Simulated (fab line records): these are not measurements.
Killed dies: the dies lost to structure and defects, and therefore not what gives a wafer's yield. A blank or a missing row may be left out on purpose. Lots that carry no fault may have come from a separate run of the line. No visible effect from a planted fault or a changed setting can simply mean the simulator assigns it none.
Matching of chambers | flow nand-harc | 4 sister chambers for NHARC_P_M0_ETCH_34 on rie-diel-03
The step etches the open film in N2/H2, target depth 40 nm, overetch 12 nm, time 43.94 s. 4 wafers are shown with their chamber, then 9 later ones without.

WAFERS, EACH WITH ITS CHAMBER
wafer  | chamber | rf-vpp-V (V)
L085.1 | 2       | 433.3
L085.3 | 0       | 426.3
L087.4 | 1       | 427.4
L087.6 | 3       | 434.8

WAFERS MISSING THEIR CHAMBER
wafer  | rf-vpp-V (V)
L095.1 | 433.5
L095.3 | 425.8
L095.6 | 434.3
L094.1 | 433.0
L094.2 | 425.1
L094.5 | 426.8
L097.3 | 433.8
L097.4 | 432.8
L097.6 | 433.4

THE CHAMBER EACH PASSED THROUGH
wafer  | from the rows above     | in truth
L095.1 | can't be placed: 2 or 3 | 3
L095.3 | can't be placed: 0 or 1 | 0
L095.6 | can't be placed: 3 or 2 | 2
L094.1 | 2                       | 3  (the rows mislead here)
L094.2 | can't be placed: 0 or 1 | 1
L094.5 | can't be placed: 0 or 1 | 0
L097.3 | can't be placed: 2 or 3 | 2
L097.4 | 2                       | 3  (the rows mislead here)
L097.6 | 2                       | 2
Correct placement for 1 of the 9. Can't be placed from these rows: 6 (the true chamber is among the candidates in 6). Number placed wrongly: 2.
How it was worked out, from the rows above alone: a wafer's distance from a chamber is the root of the sum, over the readings, of the square of ((its reading less the chamber's mean) divided by the reading's scatter). If the next closest chamber is less than 2 further off than the closest, the wafer can't be placed; otherwise it belongs to the closest. The mean given for a chamber averages the wafers shown for that chamber. The scatter: root of mean squared gap, hidden wafer to nearest shown wafer, with one shown wafer a chamber.
